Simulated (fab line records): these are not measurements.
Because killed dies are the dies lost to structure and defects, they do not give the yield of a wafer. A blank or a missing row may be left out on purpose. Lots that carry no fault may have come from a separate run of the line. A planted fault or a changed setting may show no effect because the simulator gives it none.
Chamber matching    flow nand harc    NHARC_A_M0_PRE_CLEAN_31 on pecvd-04 has 3 sister chambers
The step time 12 s. 3 wafers are shown with their chamber, then 10 later ones without.

## EACH WAFER AND ITS CHAMBER
wafer   chamber  heater power w (W)
L082.4  0        623
L083.3  1        619
L083.4  2        622

## WAFERS WITH NO CHAMBER GIVEN
wafer   heater power w (W)
L083.6  641
L087.3  665
L087.5  572
L087.6  674
L088.3  518
L088.4  515
L088.5  671
L097.2  727
L097.3  599
L097.5  721

## CHAMBER TAKEN BY EACH
wafer   from the rows above           in truth
L083.6  can't be placed: 0 or 2 or 1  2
L087.3  can't be placed: 0 or 2 or 1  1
L087.5  can't be placed: 1 or 2 or 0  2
L087.6  can't be placed: 0 or 2 or 1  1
L088.3  can't be placed: 1 or 2 or 0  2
L088.4  can't be placed: 1 or 2 or 0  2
L088.5  can't be placed: 0 or 2 or 1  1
L097.2  can't be placed: 0 or 2 or 1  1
L097.3  can't be placed: 1 or 2 or 0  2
L097.5  can't be placed: 0 or 2 or 1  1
Placed correctly: 0 of 10. Unplaceable from these rows: 10, with the true chamber sitting among the candidates in 10. Wrongly placed: 0.
How it was worked out, from the rows above alone: a wafer's distance from a chamber is the root of the sum, over the readings, of the square of ((its reading less the chamber's mean) divided by the reading's scatter). If the next closest chamber is less than 2 further off than the closest, the wafer can't be placed; otherwise it belongs to the closest. The mean given for a chamber averages the wafers shown for that chamber. The scatter: with one shown wafer a chamber, the root of the mean of the squares of how far each hidden wafer lies from its nearest shown one.
